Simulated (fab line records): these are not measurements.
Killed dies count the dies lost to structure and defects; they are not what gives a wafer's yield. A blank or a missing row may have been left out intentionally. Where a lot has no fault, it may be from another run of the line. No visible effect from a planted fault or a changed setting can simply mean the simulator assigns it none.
fab line records	flow n5Finfet
record: lots: 24	wafers: 72	lastDay: 17
route steps=1938 shown BEOL_M12@1648 BEOL_M13@1671
lots that met no fault: taken from a fault-free run of the same line
startH: start of the lot's first displayed wafer, in hours after the record's first day	waitH: how many hours have passed since the lot's step before this one	" the same as in the row above	L1.1+2: a single row standing in for several wafers	- no value, or no start was given	* or withheld: withheld	< > ~ a bound
route shown NAME@n: a module of which the file shows steps, and the number in the route of the first	usual: mean/standard deviation of fault-free wafers	same: alike in all rows	chamber/n: place in a boat	sites: each site's reading	_std_site: standard deviation of those values	_edge_site: the outer-site mean with the inner-site mean subtracted	radiusMm: for every site, how far away it sits from the centre of the wafer	mask NAME#n: copy n	behind: tool/chamber where the wafer was last shaped	hold: why the lot was held/for how many hours/how that ended	device: the transistor (n, p or np) that didn't switch	end of line: the tests these same wafers got at the end of their route	where a step has no rows: the recipe by itself	killed: the dies lost at the first sort to structure and to defects; this is not the yield of the wafer	map: a wafer's dies, marking killed ones x, the rest . and places with no die _
set.NAME: the run value of the setting; set.NAME@STEP: its run value at that earlier step	model.NAME: the simulator's own value behind a step, which no gauge read
one table for each step of the route and one row for each wafer, over a sample of lots
services: when a tool's chamber went out of use (startH, in hours from the record's first day, below 0 if earlier), for how many hours, and the reason
== steps ==
step: N5_BEOL_M12_SPUTTER_43
recipe: material: TaN	targetThkA: 150	tempC: 50	biasV: 168.6	powerW: 15000	chamberPressurePa: 0.12	timeS: 24.19
usual: throttleValvePct: 30.4/0.69
lot.wafer	tool	chamber	startH	waitH	throttleValvePct
L074.2	pvdSputter-03	-	250.75	0.0	30.7
L074.5	"	-	"	"	29.5
L074.6	"	-	"	"	30.6
L076.1	pvdSputter-01	-	252.42	0.0	30.5
L076.4	"	-	"	"	30.5
L076.6	"	-	"	"	29.6
L075.2	pvdSputter-03	-	263.86	0.0	30.9
L075.5	"	-	"	"	29.5
L075.6	"	-	"	"	30.9
L077.1	pvdSputter-01	-	263.97	0.0	29.4
L077.4	"	-	"	"	30.5
L077.5	"	-	"	"	30.5
L078.1	pvdSputter-01	-	266.61	0.0	30.5
L078.2	"	-	"	"	29.7
L078.3	"	-	"	"	30.5
L080.2	pvdSputter-03	-	278.93	0.0	30.8
L080.4	"	-	"	"	30.4
L080.5	"	-	"	"	30.6
L079.2	pvdSputter-03	-	279.89	0.0	31.0
L079.4	"	-	"	"	31.0
L079.6	"	-	"	"	31.1
L082.1	pvdSputter-01	-	286.38	0.0	30.6
L082.4	"	-	"	"	30.4
L082.5	"	-	"	"	30.4
L083.1	pvdSputter-02	-	292.41	0.0	32.4
L083.4	"	-	"	"	30.9
L083.5	"	-	"	"	32.6
L081.1	pvdSputter-03	-	292.73	0.0	29.8
L081.4	"	-	"	"	30.4
L081.5	"	-	"	"	30.8
L084.1	pvdSputter-03	-	299.29	0.0	30.8
L084.2	"	-	"	"	29.3
L084.5	"	-	"	"	30.7
L085.3	pvdSputter-03	-	317.35	0.0	30.7
L085.4	"	-	"	"	29.5
L085.5	"	-	"	"	30.6
L087.1	pvdSputter-01	-	322.92	0.0	30.7
L087.4	"	-	"	"	29.6
L087.6	"	-	"	"	30.4
L086.3	pvdSputter-02	-	323.26	0.0	29.2
L086.4	"	-	"	"	29.1
L086.6	"	-	"	"	29.4
L089.2	pvdSputter-01	-	328.77	0.0	29.7
L089.4	"	-	"	"	30.7
L089.6	"	-	"	"	29.7
L090.2	pvdSputter-01	-	336.89	0.0	30.1
L090.3	"	-	"	"	29.5
L090.6	"	-	"	"	30.3
L088.1	pvdSputter-01	-	337.53	0.0	30.4
L088.4	"	-	"	"	30.5
L088.5	"	-	"	"	29.4
L091.1	pvdSputter-03	-	337.60	0.0	29.8
L091.3	"	-	"	"	30.4
L091.6	"	-	"	"	29.6
L092.2	pvdSputter-03	-	347.83	0.0	30.9
L092.4	"	-	"	"	29.5
L092.5	"	-	"	"	30.7
L093.2	pvdSputter-02	-	365.49	0.0	29.5
L093.3	"	-	"	"	30.9
L093.5	"	-	"	"	31.2
L095.1	pvdSputter-01	-	367.03	0.0	30.2
L095.3	"	-	"	"	29.7
L095.6	"	-	"	"	29.6
L096.2	pvdSputter-03	-	372.41	0.0	29.4
L096.3	"	-	"	"	30.9
L096.5	"	-	"	"	29.6
L094.1	pvdSputter-03	-	376.57	0.0	30.8
L094.4	"	-	"	"	30.4
L094.5	"	-	"	"	29.6
L097.1	pvdSputter-02	-	377.48	0.0	29.5
L097.2	"	-	"	"	32.4
L097.3	"	-	"	"	30.9
step: N5_BEOL_M12_SPUTTER_44
recipe: material: Ta	targetThkA: 100	tempC: 50	biasV: 80	powerW: 15000	chamberPressurePa: 0.07	timeS: 16.13
usual: throttleValvePct: 30.3/0.65
lot.wafer	tool	chamber	startH	waitH	throttleValvePct
L074.2	pvdSputter-03	-	250.83	0.0	30.8
L074.5	"	-	"	"	29.6
L074.6	"	-	"	"	30.4
L076.1	pvdSputter-01	-	252.50	0.0	30.4
L076.4	"	-	"	"	30.4
L076.6	"	-	"	"	29.6
L075.2	pvdSputter-03	-	263.94	0.0	30.7
L075.5	"	-	"	"	29.5
L075.6	"	-	"	"	30.3
L077.1	pvdSputter-01	-	264.05	0.0	29.6
L077.4	"	-	"	"	30.1
L077.5	"	-	"	"	30.6
L078.1	pvdSputter-01	-	266.69	0.0	30.6
L078.2	"	-	"	"	29.5
L078.3	"	-	"	"	30.8
L080.2	pvdSputter-03	-	279.01	0.0	30.4
L080.4	"	-	"	"	30.2
L080.5	"	-	"	"	30.7
L079.2	pvdSputter-03	-	279.97	0.0	30.4
L079.4	"	-	"	"	30.7
L079.6	"	-	"	"	30.8
L082.1	pvdSputter-01	-	286.46	0.0	30.8
L082.4	"	-	"	"	30.6
L082.5	"	-	"	"	30.3
L083.1	pvdSputter-02	-	292.49	0.0	32.5
L083.4	"	-	"	"	31.0
L083.5	"	-	"	"	32.4
L081.1	pvdSputter-03	-	292.81	0.0	29.5
L081.4	"	-	"	"	30.7
L081.5	"	-	"	"	30.6
L084.1	pvdSputter-03	-	299.37	0.0	30.8
L084.2	"	-	"	"	29.4
L084.5	"	-	"	"	30.8
L085.3	pvdSputter-03	-	317.43	0.0	30.6
L085.4	"	-	"	"	29.5
L085.5	"	-	"	"	30.7
L087.1	pvdSputter-01	-	323.00	0.0	30.6
L087.4	"	-	"	"	29.6
L087.6	"	-	"	"	30.6
L086.3	pvdSputter-02	-	323.34	0.0	29.1
L086.4	"	-	"	"	29.3
L086.6	"	-	"	"	29.4
L089.2	pvdSputter-01	-	328.85	0.0	29.5
L089.4	"	-	"	"	30.4
L089.6	"	-	"	"	29.7
L090.2	pvdSputter-01	-	336.97	0.0	30.3
L090.3	"	-	"	"	29.7
L090.6	"	-	"	"	30.4
L088.1	pvdSputter-01	-	337.61	0.0	30.8
L088.4	"	-	"	"	30.5
L088.5	"	-	"	"	29.5
L091.1	pvdSputter-03	-	337.68	0.0	29.8
L091.3	"	-	"	"	30.3
L091.6	"	-	"	"	29.8
L092.2	pvdSputter-03	-	347.91	0.0	30.6
L092.4	"	-	"	"	29.7
L092.5	"	-	"	"	30.4
L093.2	pvdSputter-02	-	365.57	0.0	29.6
L093.3	"	-	"	"	31.0
L093.5	"	-	"	"	30.9
L095.1	pvdSputter-01	-	367.11	0.0	30.4
L095.3	"	-	"	"	29.8
L095.6	"	-	"	"	29.8
L096.2	pvdSputter-03	-	372.49	0.0	29.7
L096.3	"	-	"	"	30.6
L096.5	"	-	"	"	29.5
L094.1	pvdSputter-03	-	376.65	0.0	30.6
L094.4	"	-	"	"	30.4
L094.5	"	-	"	"	29.3
L097.1	pvdSputter-02	-	377.56	0.0	29.5
L097.2	"	-	"	"	32.5
L097.3	"	-	"	"	30.9
step: N5_BEOL_M12_RS_MEAS_54
recipe: thkMeasGauge: four-point-probe	reads: Cu_of_BEOL_M12_ECD_47+Ta_of_BEOL_M12_SPUTTER_44+TaN_of_BEOL_M12_SPUTTER_43
usual: M12_RS: 0.0603/0.00093
lot.wafer	tool	chamber	startH	waitH	M12_RS[ohm/sq]
L074.2	filmMetro-02	-	251.89	0.0	0.0588
L074.5	"	-	"	"	0.0582
L074.6	"	-	"	"	0.0591
L076.1	filmMetro-02	-	253.56	0.0	0.0603
L076.4	"	-	"	"	0.0599
L076.6	"	-	"	"	0.0593
L075.2	filmMetro-02	-	265.52	0.1	0.0612
L075.5	"	-	"	"	0.0612
L075.6	"	-	"	"	0.0609
L077.1	filmMetro-02	-	265.71	0.0	0.0605
L077.4	"	-	"	"	0.0611
L077.5	"	-	"	"	0.0587
L078.1	filmMetro-02	-	267.76	0.1	0.0608
L078.2	"	-	"	"	0.0589
L078.3	"	-	"	"	0.0606
L080.2	filmMetro-02	-	280.24	0.0	0.0602
L080.4	"	-	"	"	0.0609
L080.5	"	-	"	"	0.0611
L079.2	filmMetro-01	-	281.02	0.0	0.0620
L079.4	"	-	"	"	0.0617
L079.6	"	-	"	"	0.0592
L082.1	filmMetro-02	-	287.52	0.0	0.0613
L082.4	"	-	"	"	0.0595
L082.5	"	-	"	"	0.0604
L083.1	filmMetro-02	-	293.83	0.0	0.0593
L083.4	"	-	"	"	0.0605
L083.5	"	-	"	"	0.0593
L081.1	filmMetro-01	-	294.11	0.0	0.0602
L081.4	"	-	"	"	0.0607
L081.5	"	-	"	"	0.0618
L084.1	filmMetro-01	-	300.47	0.0	0.0597
L084.2	"	-	"	"	0.0604
L084.5	"	-	"	"	0.0602
L085.3	filmMetro-02	-	318.49	0.0	0.0596
L085.4	"	-	"	"	0.0612
L085.5	"	-	"	"	0.0610
L087.1	filmMetro-01	-	324.07	0.0	0.0598
L087.4	"	-	"	"	0.0591
L087.6	"	-	"	"	0.0596
L086.3	filmMetro-02	-	324.40	0.0	0.0598
L086.4	"	-	"	"	0.0604
L086.6	"	-	"	"	0.0599
L089.2	filmMetro-01	-	330.72	0.0	0.0592
L089.4	"	-	"	"	0.0587
L089.6	"	-	"	"	0.0589
L090.2	filmMetro-02	-	338.07	0.0	0.0601
L090.3	"	-	"	"	0.0601
L090.6	"	-	"	"	0.0602
L088.1	filmMetro-01	-	339.26	0.0	0.0601
L088.4	"	-	"	"	0.0601
L088.5	"	-	"	"	0.0610
L091.1	filmMetro-02	-	339.83	0.1	0.0593
L091.3	"	-	"	"	0.0596
L091.6	"	-	"	"	0.0596
L092.2	filmMetro-01	-	348.97	0.0	0.0622
L092.4	"	-	"	"	0.0589
L092.5	"	-	"	"	0.0617
L093.2	filmMetro-01	-	366.66	0.1	0.0607
L093.3	"	-	"	"	0.0610
L093.5	"	-	"	"	0.0624
L095.1	filmMetro-02	-	368.20	0.1	0.0596
L095.3	"	-	"	"	0.0606
L095.6	"	-	"	"	0.0603
L096.2	filmMetro-01	-	373.59	0.1	0.0619
L096.3	"	-	"	"	0.0593
L096.5	"	-	"	"	0.0601
L094.1	filmMetro-02	-	377.71	0.0	0.0592
L094.4	"	-	"	"	0.0605
L094.5	"	-	"	"	0.0601
L097.1	filmMetro-02	-	378.89	0.0	0.0613
L097.2	"	-	"	"	0.0587
L097.3	"	-	"	"	0.0604
step: N5_BEOL_M13_INSPECT_12
recipe: mode: adi	inspectInstrument: macro
usual: rawDefectCount: 2.1/1.7
lot.wafer	tool	chamber	startH	waitH	rawDefectCount
L074.2	defectInspect-02	-	252.46	0.0	0
L074.5	"	-	"	"	0
L074.6	"	-	"	"	3
L076.1	defectInspect-01	-	254.27	0.0	7
L076.4	"	-	"	"	0
L076.6	"	-	"	"	2
L075.2	defectInspect-01	-	266.09	0.0	3
L075.5	"	-	"	"	0
L075.6	"	-	"	"	1
L077.1	defectInspect-01	-	266.34	0.0	3
L077.4	"	-	"	"	0
L077.5	"	-	"	"	3
L078.1	defectInspect-02	-	268.33	0.0	3
L078.2	"	-	"	"	2
L078.3	"	-	"	"	0
L080.2	defectInspect-01	-	280.81	0.0	1
L080.4	"	-	"	"	3
L080.5	"	-	"	"	3
L079.2	defectInspect-01	-	281.59	0.0	3
L079.4	"	-	"	"	1
L079.6	"	-	"	"	3
L082.1	defectInspect-01	-	288.21	0.0	0
L082.4	"	-	"	"	0
L082.5	"	-	"	"	1
L083.1	defectInspect-02	-	294.41	0.0	2
L083.4	"	-	"	"	2
L083.5	"	-	"	"	1
L081.1	defectInspect-01	-	294.69	0.0	2
L081.4	"	-	"	"	3
L081.5	"	-	"	"	2
L084.1	defectInspect-01	-	301.04	0.0	2
L084.2	"	-	"	"	3
L084.5	"	-	"	"	2
L085.3	defectInspect-01	-	319.06	0.0	1
L085.4	"	-	"	"	0
L085.5	"	-	"	"	5
L087.1	defectInspect-02	-	324.77	0.0	3
L087.4	"	-	"	"	3
L087.6	"	-	"	"	1
L086.3	defectInspect-01	-	324.98	0.0	2
L086.4	"	-	"	"	2
L086.6	"	-	"	"	0
L089.2	defectInspect-01	-	331.42	0.0	0
L089.4	"	-	"	"	1
L089.6	"	-	"	"	6
L090.2	defectInspect-01	-	338.77	0.0	1
L090.3	"	-	"	"	3
L090.6	"	-	"	"	4
L088.1	defectInspect-02	-	339.83	0.0	1
L088.4	"	-	"	"	2
L088.5	"	-	"	"	2
L091.1	defectInspect-02	-	340.40	0.0	0
L091.3	"	-	"	"	2
L091.6	"	-	"	"	2
L092.2	defectInspect-01	-	349.54	0.0	1
L092.4	"	-	"	"	4
L092.5	"	-	"	"	1
L093.2	defectInspect-01	-	367.23	0.0	3
L093.3	"	-	"	"	3
L093.5	"	-	"	"	0
L095.1	defectInspect-02	-	368.77	0.0	0
L095.3	"	-	"	"	0
L095.6	"	-	"	"	5
L096.2	defectInspect-02	-	374.29	0.0	3
L096.3	"	-	"	"	2
L096.5	"	-	"	"	5
L094.1	defectInspect-01	-	378.40	0.0	3
L094.4	"	-	"	"	0
L094.5	"	-	"	"	2
L097.1	defectInspect-02	-	379.46	0.0	2
L097.2	"	-	"	"	0
L097.3	"	-	"	"	2
step: N5_BEOL_M13_INSPECT_30
recipe: mode: adi	inspectInstrument: macro
usual: rawDefectCount: 2.0/1.4
lot.wafer	tool	chamber	startH	waitH	rawDefectCount
L074.2	defectInspect-01	-	253.88	0.0	2
L074.5	"	-	"	"	1
L074.6	"	-	"	"	2
L076.1	defectInspect-01	-	255.22	0.0	0
L076.4	"	-	"	"	0
L076.6	"	-	"	"	0
L075.2	defectInspect-01	-	267.16	0.0	6
L075.5	"	-	"	"	1
L075.6	"	-	"	"	1
L077.1	defectInspect-02	-	267.33	0.0	1
L077.4	"	-	"	"	2
L077.5	"	-	"	"	1
L078.1	defectInspect-02	-	271.00	0.0	2
L078.2	"	-	"	"	4
L078.3	"	-	"	"	0
L080.2	defectInspect-01	-	281.91	0.0	0
L080.4	"	-	"	"	2
L080.5	"	-	"	"	4
L079.2	defectInspect-01	-	282.60	0.0	3
L079.4	"	-	"	"	3
L079.6	"	-	"	"	5
L082.1	defectInspect-02	-	289.28	0.0	4
L082.4	"	-	"	"	2
L082.5	"	-	"	"	4
L083.1	defectInspect-02	-	295.37	0.0	3
L083.4	"	-	"	"	3
L083.5	"	-	"	"	0
L081.1	defectInspect-02	-	295.67	0.0	3
L081.4	"	-	"	"	2
L081.5	"	-	"	"	1
L084.1	defectInspect-01	-	302.16	0.0	2
L084.2	"	-	"	"	3
L084.5	"	-	"	"	2
L085.3	defectInspect-01	-	320.42	0.0	1
L085.4	"	-	"	"	1
L085.5	"	-	"	"	1
L087.1	defectInspect-01	-	325.71	0.0	2
L087.4	"	-	"	"	2
L087.6	"	-	"	"	1
L086.3	defectInspect-01	-	326.04	0.0	3
L086.4	"	-	"	"	2
L086.6	"	-	"	"	5
L089.2	defectInspect-02	-	332.50	0.0	2
L089.4	"	-	"	"	1
L089.6	"	-	"	"	3
L090.2	defectInspect-02	-	339.87	0.0	1
L090.3	"	-	"	"	2
L090.6	"	-	"	"	0
L088.1	defectInspect-01	-	340.90	0.0	1
L088.4	"	-	"	"	1
L088.5	"	-	"	"	0
L091.1	defectInspect-02	-	341.47	0.0	3
L091.3	"	-	"	"	3
L091.6	"	-	"	"	4
L092.2	defectInspect-01	-	350.61	0.0	2
L092.4	"	-	"	"	2
L092.5	"	-	"	"	3
L093.2	defectInspect-01	-	368.30	0.0	2
L093.3	"	-	"	"	0
L093.5	"	-	"	"	1
L095.1	defectInspect-02	-	369.84	0.0	3
L095.3	"	-	"	"	3
L095.6	"	-	"	"	2
L096.2	defectInspect-01	-	375.24	0.0	2
L096.3	"	-	"	"	2
L096.5	"	-	"	"	4
L094.1	defectInspect-01	-	379.47	0.0	2
L094.4	"	-	"	"	1
L094.5	"	-	"	"	1
L097.1	defectInspect-01	-	380.60	0.0	5
L097.2	"	-	"	"	1
L097.3	"	-	"	"	2
step: N5_BEOL_M13_ETCH_67
recipe: chemistry: CF4	target: SiARC	targetDepthA: 1430	timeS: 238.3	ionEnergyEv: 80	pressureMtorr: 40	sourceW: 545	biasW: 36	Ar_flow_sccm: 100	cf4FlowSccm: 100	ends: cleared
usual: biasW: 35.98/0.1	cf4FlowSccm: 100.0/0.3	drypumpMotorCurrentA: 5.9/0.35	etchRfOnTimeS: 236/10	mfcArSccm: 100.04/0.29	oesProductAu: 0.67/0.076	rfVppV: 183.9/1.4	showerheadPlenumPTorr: 2.13/0.098	throttleValvePct: 15.58/0.28
lot.wafer	tool	chamber	startH	waitH	biasW	cf4FlowSccm	drypumpMotorCurrentA	etchRfOnTimeS	mfcArSccm	oesProductAu	rfHoursCounterH	rfVppV	showerheadPlenumPTorr	throttleValvePct
L074.2	rieDiel-06	0	253.95	0.0	36.19	100.2	6.3	251	99.97	0.72	68	186.1	2.15	15.53
L074.5	"	3	"	"	36.02	100.7	6.4	227	100.01	0.79	-	183.4	2.09	15.02
L074.6	"	2	"	"	35.97	99.9	5.6	240	99.91	0.63	-	184.8	2.24	15.52
L076.1	rieDiel-02	3	255.28	0.0	36.02	100.1	6.2	233	99.52	0.70	98	182.5	2.09	15.46
L076.4	"	1	"	"	36.04	99.7	6.0	224	99.48	0.61	-	184.0	2.03	15.68
L076.6	"	0	"	"	35.86	100.5	5.3	231	99.78	0.64	-	184.7	2.13	15.69
L075.2	rieDiel-05	2	267.56	0.0	36.03	100.6	6.0	239	100.31	0.64	160	183.0	1.96	15.35
L075.5	"	3	"	"	36.02	100.5	5.9	255	99.50	0.62	-	184.0	2.24	16.04
L075.6	"	1	"	"	35.94	99.8	5.5	223	99.66	0.61	-	183.4	2.03	16.11
L077.1	rieDiel-06	0	267.89	0.0	36.02	99.9	6.3	250	100.25	0.71	74	184.1	2.15	15.53
L077.4	"	0	"	"	36.04	99.8	6.3	250	100.35	0.71	-	183.7	2.15	15.55
L077.5	"	3	"	"	36.03	100.2	6.5	230	100.11	0.77	-	184.4	2.09	15.03
L078.1	rieDiel-06	0	272.70	0.0	35.92	100.1	6.3	250	100.28	0.71	77	184.7	2.15	15.54
L078.2	"	1	"	"	36.02	99.8	5.7	240	99.97	0.59	246	181.6	2.03	15.99
L078.3	"	2	"	"	36.05	100.3	5.6	246	99.93	0.62	175	185.4	2.24	15.54
L080.2	rieDiel-02	3	282.00	0.0	35.96	99.8	6.2	230	100.29	0.71	103	182.9	2.08	15.47
L080.4	"	1	"	"	35.71	100.3	6.0	227	99.98	0.59	-	182.9	2.03	15.70
L080.5	"	1	"	"	35.83	100.2	6.0	227	100.39	0.59	-	182.8	2.03	15.71
L079.2	rieDiel-05	2	282.77	0.0	35.96	99.5	6.0	241	99.66	0.62	166	180.9	1.96	15.36
L079.4	"	3	"	"	35.91	100.3	5.9	254	99.95	0.61	182	186.0	2.23	16.05
L079.6	"	3	"	"	36.03	100.1	5.9	255	100.36	0.62	-	185.2	2.23	16.08
L082.1	rieDiel-06	3	289.35	0.0	35.94	100.0	6.4	231	99.95	0.75	45	184.1	2.09	15.04
L082.4	"	0	"	"	36.05	100.6	6.3	250	100.23	0.70	-	182.8	2.14	15.54
L082.5	"	3	"	"	35.89	100.6	6.4	230	100.00	0.76	-	184.6	2.09	15.08
L083.1	rieDiel-05	1	295.44	0.0	36.03	99.4	5.4	226	100.49	0.60	241	182.6	2.03	16.12
L083.4	"	2	"	"	36.04	100.1	6.0	240	99.42	0.62	170	181.6	1.96	15.34
L083.5	"	0	"	"	35.99	100.2	5.5	224	100.13	0.74	-	181.9	2.09	15.30
L081.1	rieDiel-02	0	295.75	0.0	35.98	99.7	5.2	230	99.86	0.63	185	185.4	2.13	15.71
L081.4	"	0	"	"	36.05	99.9	5.2	229	100.05	0.64	-	183.5	2.13	15.71
L081.5	"	3	"	"	35.88	99.8	6.2	225	100.81	0.70	-	184.3	2.08	15.48
L084.1	rieDiel-02	3	302.37	0.0	36.01	100.1	6.2	228	99.94	0.69	114	182.2	2.08	15.49
L084.2	"	1	"	"	36.13	99.9	6.0	223	100.49	0.60	238	181.5	2.02	15.71
L084.5	"	0	"	"	36.09	99.7	5.2	230	100.25	0.63	-	183.3	2.13	15.73
L085.3	rieDiel-06	2	320.49	0.0	35.83	99.8	5.6	245	100.36	0.60	190	183.9	2.23	15.58
L085.4	"	0	"	"	36.09	99.9	6.3	246	99.98	0.69	95	184.9	2.14	15.58
L085.5	"	0	"	"	36.01	100.9	6.3	248	100.03	0.69	-	183.8	2.14	15.56
L087.1	rieDiel-06	3	325.78	0.0	36.07	100.1	6.4	230	100.66	0.74	60	183.1	2.08	15.10
L087.4	"	0	"	"	36.14	99.9	6.3	249	100.05	0.70	96	183.6	2.14	15.57
L087.6	"	1	"	"	35.98	99.4	5.8	236	99.89	0.83	-	186.6	2.28	15.47
L086.3	rieDiel-05	0	326.11	0.0	36.01	99.7	5.5	221	100.08	0.73	95	183.7	2.09	15.31
L086.4	"	0	"	"	36.14	100.1	5.5	222	100.19	0.73	-	182.3	2.09	15.30
L086.6	"	2	"	"	35.97	100.3	6.0	240	99.91	0.61	-	181.2	1.96	15.35
L089.2	rieDiel-02	0	332.56	0.0	35.96	100.0	5.2	234	100.06	0.61	200	184.5	2.12	15.73
L089.4	"	2	"	"	36.08	99.7	5.6	240	99.63	0.70	87	184.4	2.25	15.66
L089.6	"	3	"	"	35.91	99.9	6.2	226	99.72	0.68	-	181.9	2.08	15.50
L090.2	rieDiel-05	0	340.00	0.0	36.07	100.0	5.5	223	100.16	0.73	101	185.3	2.08	15.33
L090.3	"	3	"	"	35.98	99.9	5.9	255	100.35	0.60	200	184.6	2.23	16.10
L090.6	"	0	"	"	36.00	100.4	5.5	221	99.93	0.73	-	182.2	2.08	15.33
L088.1	rieDiel-06	2	340.97	0.0	35.96	99.9	5.6	244	100.10	0.60	196	184.3	2.23	15.59
L088.4	"	1	"	"	36.02	99.9	5.8	229	99.74	0.82	12	185.7	2.28	15.48
L088.5	"	2	"	"	35.83	100.0	5.6	244	99.87	0.60	-	187.0	2.23	15.59
L091.1	rieDiel-02	3	341.54	0.0	35.92	100.4	6.2	228	99.89	0.68	128	183.6	2.08	15.51
L091.3	"	2	"	"	35.99	99.8	5.7	241	100.07	0.69	90	185.8	2.25	15.66
L091.6	"	0	"	"	35.93	100.3	5.2	234	100.35	0.62	-	183.8	2.12	15.74
L092.2	rieDiel-06	1	350.68	0.0	35.84	100.0	5.7	234	100.22	0.81	15	187.5	2.28	15.49
L092.4	"	0	"	"	35.94	99.4	6.3	245	100.17	0.68	103	184.1	2.14	15.60
L092.5	"	3	"	"	36.05	99.8	6.5	227	100.32	0.74	-	184.4	2.08	15.10
L093.2	rieDiel-02	2	368.61	0.0	35.91	99.9	5.7	239	100.39	0.69	99	184.3	2.24	15.68
L093.3	"	3	"	"	36.03	100.0	6.2	229	99.72	0.67	136	182.2	2.07	15.55
L093.5	"	2	"	"	35.86	100.0	5.6	240	100.23	0.69	-	186.8	2.24	15.67
L095.1	rieDiel-05	3	370.08	0.0	36.07	100.2	6.0	255	99.72	0.60	211	182.8	2.22	16.10
L095.3	"	1	"	"	35.76	99.9	5.4	222	100.32	0.85	6	185.8	2.28	15.61
L095.6	"	2	"	"	36.36	100.2	6.0	235	100.30	0.61	-	182.4	1.95	15.40
L096.2	rieDiel-05	1	375.30	0.0	35.91	99.7	5.4	221	100.25	0.84	8	186.7	2.27	15.62
L096.3	"	2	"	"	36.06	99.8	6.0	237	100.24	0.61	196	181.1	1.95	15.42
L096.5	"	2	"	"	35.99	99.5	6.0	236	99.69	0.61	-	181.2	1.95	15.41
L094.1	rieDiel-02	2	379.58	0.0	35.97	100.1	5.7	239	100.12	0.69	103	184.5	2.24	15.66
L094.4	"	3	"	"	36.07	100.4	6.2	230	99.20	0.67	139	181.9	2.07	15.55
L094.5	"	3	"	"	35.97	100.2	6.2	232	99.82	0.66	-	182.5	2.07	15.53
L097.1	rieDiel-06	3	380.99	0.0	35.98	99.9	6.5	225	99.83	0.73	76	183.6	2.08	15.12
L097.2	"	0	"	"	36.00	99.9	6.3	242	100.20	0.68	112	184.3	2.13	15.61
L097.3	"	1	"	"	35.94	99.8	5.8	228	100.26	0.80	24	184.9	2.28	15.50
== services ==
tool	chamber	startH	hours	kind
rieDiel-02	2	230.43	75.0	repair
rieDiel-02	-	257.21	15.6	pm
rieDiel-05	0	261.54	19.9	repair
rieDiel-06	2	264.89	6.7	repair
rieDiel-02	0	278.05	4.4	repair
rieDiel-06	1	287.76	-	clean
rieDiel-06	1	287.76	-	consumableReplace:focusRing
rieDiel-06	1	287.76	-	consumableReplace:showerhead
rieDiel-06	1	287.76	16.5	scheduledDown
rieDiel-06	1	287.76	16.5	ventCycle
rieDiel-05	-	298.29	4.3	pm
rieDiel-06	2	307.35	1.8	repair
rieDiel-06	2	309.34	9.4	repair
rieDiel-05	1	325.31	-	clean
rieDiel-02	1	337.28	-	clean
rieDiel-02	1	337.28	-	consumableReplace:focusRing
rieDiel-02	1	337.28	-	consumableReplace:showerhead
rieDiel-02	1	337.28	20.4	scheduledDown
rieDiel-02	1	337.28	20.4	ventCycle
rieDiel-02	3	348.17	1.7	repair
rieDiel-06	3	351.73	3.7	repair
rieDiel-05	0	365.05	20.0	repair
rieDiel-06	0	370.50	2.6	repair
pvdSputter-02	-	371.63	0.5	repair
== key ==
fault none
